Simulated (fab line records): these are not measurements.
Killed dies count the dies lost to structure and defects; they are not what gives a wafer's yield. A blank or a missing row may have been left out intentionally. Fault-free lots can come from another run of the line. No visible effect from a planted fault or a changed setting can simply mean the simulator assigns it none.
Which tool was responsible? -- flow nand-harc -- 14 lots, 42 wafers sampled, at 5 steps of a route of 1159

WHAT THE GAUGES READ, wafer by wafer
NHARC_A_BONDPAD_OVL_MEAS_35.
lot,measured,on,overlay-x-nm (nm),overlay-y-nm (nm)
L926,day 18 00:24,overlay-02,7 7 6,5 4 5
L927,day 18 02:49,overlay-02,1 2 1,-5 -6 -6
L929,day 18 05:14,overlay-01,-16 -15 -15,-2 -2 -2
L928,day 18 06:00,overlay-02,1 1 1,-2 -2 -3
L930,day 19 02:41,overlay-02,-2 -2 -2,-8 -8 -9
L931,day 19 14:39,overlay-02,1 2 2,-1 -1 -1
L933,day 20 08:16,overlay-01,-1 -1 -1,3 3 2
L934,day 20 13:43,overlay-01,0 0 -1,-1 -2 -2
L936,day 20 15:15,overlay-01,-11 -11 -12,-6 -6 -6
L939,day 21 09:26,overlay-01,6 7 7,6 6 6
L937,day 21 08:33,overlay-02,-2 -1 -1,1 2 2
L940,day 21 04:35,overlay-01,-6 -5 -5,-3 -3 -3
L942,day 21 16:08,overlay-02,1 1 1,-8 -7 -7
L948,day 24 02:46,overlay-01,-9 -9 -8,5 5 5

NHARC_THIN_TSV_CD_MEAS_16.
lot,measured,on,cd-nm (nm)
L926,day 18 19:46,cd-sem-03,1000.1 999.9 1000.2
L927,day 18 22:14,cd-sem-03,1001.1 1002.6 999.9
L929,day 18 23:28,cd-sem-02,1001.1 1000.2 1000.5
L928,day 19 03:07,cd-sem-01,1001.4 1000.1 1000.1
L930,day 19 19:34,cd-sem-02,997.0 994.7 997.8
L931,day 20 07:11,cd-sem-02,1000.6 999.0 1001.1
L933,day 21 00:29,cd-sem-03,998.3 998.6 998.1
L934,day 21 06:20,cd-sem-02,999.8 1000.5 1000.0
L936,day 21 07:09,cd-sem-03,997.7 996.8 995.9
L939,day 21 23:38,cd-sem-02,999.0 999.5 997.5
L937,day 22 00:51,cd-sem-03,1000.8 1001.0 1002.4
L940,day 21 22:26,cd-sem-03,999.9 1000.3 998.8
L942,day 22 10:11,cd-sem-02,1000.1 1001.9 998.9
L948,day 24 18:49,cd-sem-01,1002.9 1002.3 1000.6

NHARC_END_SORT_01.
lot,measured,on,killed-at-array,killed-at-other,killed-at-periphery,killed-dies,killed-open,killed-short
L937,day 22 21:15,prober-01,257 20 275,1 0 1,1 2 1,259 22 277,2 2 6,4 1 1
L940,day 22 13:32,prober-01,250 260 33,0 2 1,1 4 2,251 266 36,4 5 4,3 2 5

EACH LOT AND THE TOOL THAT RAN IT (in order: tool; ch and the chambers of the sampled wafers; start)
lot,NHARC_A_CHANNEL_HOLE_D1_DEP_01,NHARC_A_BONDPAD_ANNEAL_28
L926,"pecvd-01 ch 0,1,2, day 7 16:36","rtp-anneal-01 ch 0, day 18 02:19"
L927,"pecvd-01 ch 0,1,2, day 8 15:31","rtp-anneal-02 ch 0, day 18 04:45"
L929,"pecvd-04 ch 0,1, day 8 16:12","rtp-anneal-02 ch 0, day 18 07:16"
L928,"pecvd-04 ch 0,1, day 8 16:26","rtp-anneal-02 ch 0, day 18 07:52"
L930,"pecvd-01 ch 0,1, day 9 12:04","rtp-anneal-02 ch 0, day 19 04:35"
L931,"pecvd-01 ch 0,1, day 9 12:28","rtp-anneal-01 ch 0, day 19 16:38"
L933,"pecvd-04 ch 0,1, day 10 06:50","rtp-anneal-02 ch 0, day 20 10:04"
L934,"pecvd-04 ch 0,2, day 10 07:58","rtp-anneal-02 ch 0, day 20 15:35"
L936,"pecvd-01 ch 1,2, day 10 20:11","rtp-anneal-01 ch 0, day 20 17:03"
L939,"pecvd-04 ch 1,2, day 11 08:54","rtp-anneal-01 ch 0, day 21 11:15"
L937,"pecvd-04 ch 0,2, day 11 09:18","rtp-anneal-01 ch 0, day 21 10:29"
L940,"pecvd-04 ch 0,1,2, day 11 09:39","rtp-anneal-01 ch 0, day 21 06:44"
L942,"pecvd-01 ch 0,1, day 12 04:46","rtp-anneal-01 ch 0, day 21 17:56"
L948,"pecvd-01 ch 0,1,2, day 13 15:56","rtp-anneal-01 ch 0, day 24 04:34"
- NHARC_A_CHANNEL_HOLE_D1_DEP_01: deposits SiON, target thk 140 nm.
- NHARC_A_BONDPAD_ANNEAL_28: time 90 s.

AS READ BY THE TOOLS THEMSELVES (means over the sampled wafers that have a number; for cases with no such wafer, the mark the record gives instead)
NHARC_A_CHANNEL_HOLE_D1_DEP_01.
lot,tool,heater-power-w (W)
L926,pecvd-01,834
L927,pecvd-01,844
L929,pecvd-04,713
L928,pecvd-04,781
L930,pecvd-01,867
L931,pecvd-01,845
L933,pecvd-04,811
L934,pecvd-04,784
L936,pecvd-01,772
L939,pecvd-04,768
L937,pecvd-04,832
L940,pecvd-04,806
L942,pecvd-01,863
L948,pecvd-01,782

NHARC_A_BONDPAD_ANNEAL_28.
lot,tool,wafer_temp_C_max
L926,rtp-anneal-01,226.4
L927,rtp-anneal-02,225.8
L929,rtp-anneal-02,225.9
L928,rtp-anneal-02,226.1
L930,rtp-anneal-02,226.1
L931,rtp-anneal-01,226.2
L933,rtp-anneal-02,225.9
L934,rtp-anneal-02,226.2
L936,rtp-anneal-01,226.2
L939,rtp-anneal-01,226.6
L937,rtp-anneal-01,226.2
L940,rtp-anneal-01,226.2
L942,rtp-anneal-01,226.5
L948,rtp-anneal-01,226.4

THE ANSWER, worked out from the rows above alone
Rule: what is usual is taken from the lots themselves. The widest of any qualifying gaps counts: lots, ordered by their means at a reading, are off when they make up no more than a third of the lots, leave a main group of 4 or more, and stand apart from it by 3 or more times the standard deviation of that group's means. The tables above print the reading to a certain number of digits; a main group whose means all agree to those digits is not used. Also off: a lot with no number at a reading for which 4 or more lots have one. Any other lot the step has rows for is counted as sound. First the gauges in route order, then the tools' own readings, where a lot's mean is used as printed above. At the first step where some lot is off, the reading lying furthest off is the one used; lots without a number count as furthest.
No lot is off at any reading shown: from this, nothing can be told.

WHAT HAD BEEN PUT IN BY THE SIMULATOR
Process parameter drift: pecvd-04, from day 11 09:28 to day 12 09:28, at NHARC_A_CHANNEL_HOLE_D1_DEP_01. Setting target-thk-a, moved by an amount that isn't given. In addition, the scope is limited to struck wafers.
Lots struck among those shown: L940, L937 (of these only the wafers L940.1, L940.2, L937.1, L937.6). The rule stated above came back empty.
